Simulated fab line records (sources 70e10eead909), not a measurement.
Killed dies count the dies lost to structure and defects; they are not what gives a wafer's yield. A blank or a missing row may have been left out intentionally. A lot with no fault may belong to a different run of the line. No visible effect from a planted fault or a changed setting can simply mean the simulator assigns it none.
Which of the tools did it? | flow nand harc | Sampling: 13 lots, 38 wafers, 4 of 1159 route steps

## WHAT THE GAUGES SHOWED, per wafer
NHARC_A_ONON_D1_THK_MEAS_05: measures by ellipsometry.
lot  | measured     | on            | thk nm (nm)
L650 | day 8 13:59  | film metro-02 | 998 998 997
L649 | day 8 14:12  | film metro-01 | 1002 1003 1001
L651 | day 8 14:19  | film metro-02 | 995 998 997
L655 | day 9 17:37  | film metro-01 | 1015 1013
L657 | day 10 14:50 | film metro-01 | 992 990 992
L661 | day 11 08:52 | film metro-01 | 1013 1012 1013
L663 | day 11 09:05 | film metro-02 | 1010 1010 1011
L662 | day 11 14:43 | film metro-02 | 1001 1002 1003
L665 | day 12 16:26 | film metro-01 | 993 996 997
L667 | day 12 16:27 | film metro-02 | 1014 1014 1015
L666 | day 12 16:28 | film metro-01 | 1002 1000 1002
L668 | day 12 21:25 | film metro-02 | 1003 1006 1005
L669 | day 12 21:26 | film metro-02 | 1002 1003 1001

NHARC_A_ONON_D1_THK_MEAS_14: measures by ellipsometry.
lot  | measured     | on            | thk nm (nm)
L650 | day 8 15:44  | film metro-01 | 996 996 996
L649 | day 8 15:58  | film metro-02 | 978 978 977
L651 | day 8 16:06  | film metro-02 | 1001 1001 1002
L655 | day 9 19:19  | film metro-02 | 942 977
L657 | day 10 16:34 | film metro-01 | 1002 1000 1002
L661 | day 11 10:37 | film metro-02 | 997 998 996
L663 | day 11 10:47 | film metro-01 | 1000 1000 1002
L662 | day 11 16:25 | film metro-02 | 1009 1008 1008
L665 | day 12 18:08 | film metro-02 | 1010 1010 1010
L667 | day 12 18:09 | film metro-02 | 994 995 995
L666 | day 12 18:10 | film metro-01 | 995 993 994
L668 | day 12 23:07 | film metro-01 | 988 989 988
L669 | day 12 23:07 | film metro-02 | 985 987 987

NHARC_END_SORT_01.
lot  | measured     | on        | killed at array | killed at other | killed at periphery | killed dies | killed open | killed short
L655 | day 21 19:37 | prober-02 | 543 31          | 1 1             | 8 3                 | 552 35      | 1 8         | 1 1

## TOOL THAT RAN EACH LOT (tool first, then ch and the chambers of the sampled wafers, then the start)
lot  | NHARC_A_ONON_D1_DEP_12
L650 | pecvd onon-04 ch 0, day 8 15:13
L649 | pecvd onon-03 ch 0, day 8 15:31
L651 | pecvd onon-04 ch 0, day 8 15:35
L655 | pecvd onon-03 ch 0, day 9 18:55
L657 | pecvd onon-02 ch 0, day 10 16:06
L661 | pecvd onon-04 ch 0, day 11 10:09
L663 | pecvd onon-02 ch 0, day 11 10:20
L662 | pecvd onon-04 ch 0, day 11 15:58
L665 | pecvd onon-02 ch 0, day 12 17:38
L667 | pecvd onon-03 ch 0, day 12 17:38
L666 | pecvd onon-04 ch 0, day 12 17:43
L668 | pecvd onon-04 ch 0, day 12 22:36
L669 | pecvd onon-02 ch 0, day 12 22:44
- NHARC_A_ONON_D1_DEP_12: target thk 1000 nm.

## WHAT THE TOOLS THEMSELVES READ (means of the sampled wafers that have a number; where no wafer has one, the mark that the record gives instead)
The record holds no such reading with a usual standard deviation.

## THE ANSWER, worked out from the rows above alone
Rule: what is usual is taken from the lots themselves. Put in order of their means at a reading, lots are off if they are a third of the lots or fewer, leave a main group of 4 or more, and stand apart from it by a gap of 3 or more times the standard deviation of the main group's means; of several such gaps the widest counts. A main group whose means are all the same, to the digits that the tables above print for the reading, isn't used. Also off: a lot with no number at a reading for which 4 or more lots have one. Any other lot the step has rows for is counted as sound. Order of review: gauges by route order, followed by the tools' own readings, for which a lot's mean as printed above is used. The first step at which some lot is off is used, and at that step the reading that is off furthest; a lot without a number counts as furthest.
Nothing can be told from this: no lot is off at any reading shown.

## WHAT THE SIMULATOR HAD INSERTED
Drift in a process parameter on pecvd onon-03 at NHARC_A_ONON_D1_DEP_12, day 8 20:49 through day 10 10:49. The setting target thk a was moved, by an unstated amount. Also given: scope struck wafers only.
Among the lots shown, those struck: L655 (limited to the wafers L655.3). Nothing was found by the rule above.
